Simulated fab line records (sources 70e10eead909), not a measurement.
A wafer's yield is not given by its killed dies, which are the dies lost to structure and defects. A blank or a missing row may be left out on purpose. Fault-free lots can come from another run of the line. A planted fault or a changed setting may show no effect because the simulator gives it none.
A lot that was struck, set against a sound lot + flow nand-harc + 14 steps out of a route of 1159
Sound: the wafers L693.2, L693.3, L693.4. Struck: wafers L692.3, L692.4, L692.5. Last of all comes the cause.
Per side, at each step with rows, come the tool, then ch with its chambers, and then its first start. Under that, the readings that differ: sound wafers + struck wafers + difference of the means + sigmas: that difference in standard deviations of wafers without a fault.
alike: a reading whose means differ by less than 2 such deviations, as well as words and numbers matching on both sides. not compared: withheld readings; readings where some wafer has no value; bounds like >300 that might hide an equal value; numbers whose values overlap and for which the record gives no deviation.
The two part at a step that has a row with sigmas, a row that says differs or no value, or rows on one side only. Non-overlapping numbers with no deviation appear without sigmas and do not part them. A reading that every wafer of one side lacks parts them only if that side has two wafers or more.

NHARC_A_ONON_D1_THK_MEAS_34: measures by ellipsometry.
  sound on film-metro-01 at day 9 19:08; struck on film-metro-01 at day 10 01:46
  alike: thk-nm
NHARC_A_ONON_D1_INSPECT_32:
  sound on defect-inspect-01 at day 9 19:14; struck on defect-inspect-01 at day 10 01:50
  alike: raw-defect-count
NHARC_A_CHANNEL_HOLE_D1_DEP_00: deposits aC, target thk 3100 nm.
  sound on acl-dep-03 ch 0, day 9 19:37; struck on acl-dep-01 ch 0, day 10 03:02
  alike: throttle-valve-pct
NHARC_A_CHANNEL_HOLE_D1_DEP_01: deposits SiON, target thk 140 nm.
  sound on pecvd-02 ch 1,2, day 9 21:14; struck on pecvd-04 ch 0,1, day 10 04:20
  alike: chamber-pressure-Torr, heater-power-w
  not compared: since-wet-clean-h
then, 7 steps without rows for these wafers: NHARC_A_CHANNEL_HOLE_D1_DEHYDRATE_02 (time 120 s); NHARC_A_CHANNEL_HOLE_D1_HMDS_03 (time 30 s); NHARC_A_CHANNEL_HOLE_D1_COAT_36 (time 75 s); NHARC_A_CHANNEL_HOLE_D1_COAT_37 (time 65 s); NHARC_A_CHANNEL_HOLE_D1_COAT_04 (resist thk 90 nm); NHARC_A_CHANNEL_HOLE_D1_SOFTBAKE_05 (time 55 s); NHARC_A_CHANNEL_HOLE_D1_EBR_06.
NHARC_A_CHANNEL_HOLE_D1_EXPOSE_07: exposes mask HOLE D1, target cd 100 nm.
  sound on arfi-scanner-03 ch 0, day 9 21:50; struck on arfi-scanner-03 ch 0, day 10 04:56
| reading                                   | sound                | struck               | difference | sigmas |
|-------------------------------------------|----------------------|----------------------|------------|--------|
| model.A_CHANNEL_HOLE_D1.overlay-x-nm (nm) | -1.046 -1.046 -1.046 | 0.7559 0.7559 0.7559 | +1.8019    |        |
  alike: mask
then, 1 step without rows for these wafers: NHARC_A_CHANNEL_HOLE_D1_PEB_08 (peb time 65 s).
NHARC_END_SORT_01:
  the record has rows for the sound wafers here (prober-02 ch 0, day 21 01:51) and none for the struck ones

## WHERE THEY PART
Only at NHARC_END_SORT_01, as far as this record shows.

WHY: what had been put in by the simulator
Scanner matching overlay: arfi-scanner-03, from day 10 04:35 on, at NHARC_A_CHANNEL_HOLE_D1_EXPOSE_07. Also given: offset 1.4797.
